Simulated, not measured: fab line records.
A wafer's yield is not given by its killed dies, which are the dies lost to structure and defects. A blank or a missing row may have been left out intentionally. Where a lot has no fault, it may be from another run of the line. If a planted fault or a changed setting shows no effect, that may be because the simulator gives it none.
Chamber matching ; flow nand harc ; NHARC_A_STAIRCASE_ETCH_292 on rie diel-07: 4 sister chambers
The step etches the open film in CF4/CHF3. 8 wafers are shown with their chamber, then 7 later ones without.

== EACH WAFER AND ITS CHAMBER ==
wafer;chamber;showerhead plenum p Torr (Torr);rf vpp V (V)
L079.6;1;1.60;371.9
L080.3;0;1.69;375.5
L080.5;3;1.59;370.7
L087.1;2;1.55;369.8
L087.4;1;1.60;371.5
L087.6;2;1.55;370.2
L086.1;0;1.69;374.4
L086.2;3;1.58;370.9

== WAFERS MISSING THEIR CHAMBER ==
wafer;showerhead plenum p Torr (Torr);rf vpp V (V)
L086.5;1.60;371.7
L088.2;1.69;375.3
L088.3;1.58;370.1
L088.6;1.55;369.7
L091.4;1.69;373.5
L091.5;1.60;371.8
L091.6;1.55;370.3

== EACH ONE'S CHAMBER ==
wafer;from the rows above;in truth
L086.5;1;1
L088.2;0;0
L088.3;3;3
L088.6;2;2
L091.4;0;0
L091.5;1;1
L091.6;2;2
7 of 7 placed correctly. Number that these rows cannot place: 0. Wrongly placed: 0.
How it was worked out, from the rows above alone: a wafer's distance from a chamber is the root of the sum, over the readings, of the square of ((its reading less the chamber's mean) divided by the reading's scatter). The wafer belongs to the nearest chamber; if the next one is less than 2 further off, it can't be placed. The mean given for a chamber averages the wafers shown for that chamber. How the scatter is found: for the shown wafers, subtract from each reading the mean of its chamber, square and add these, divide the total by (wafers less chambers), then take the root.
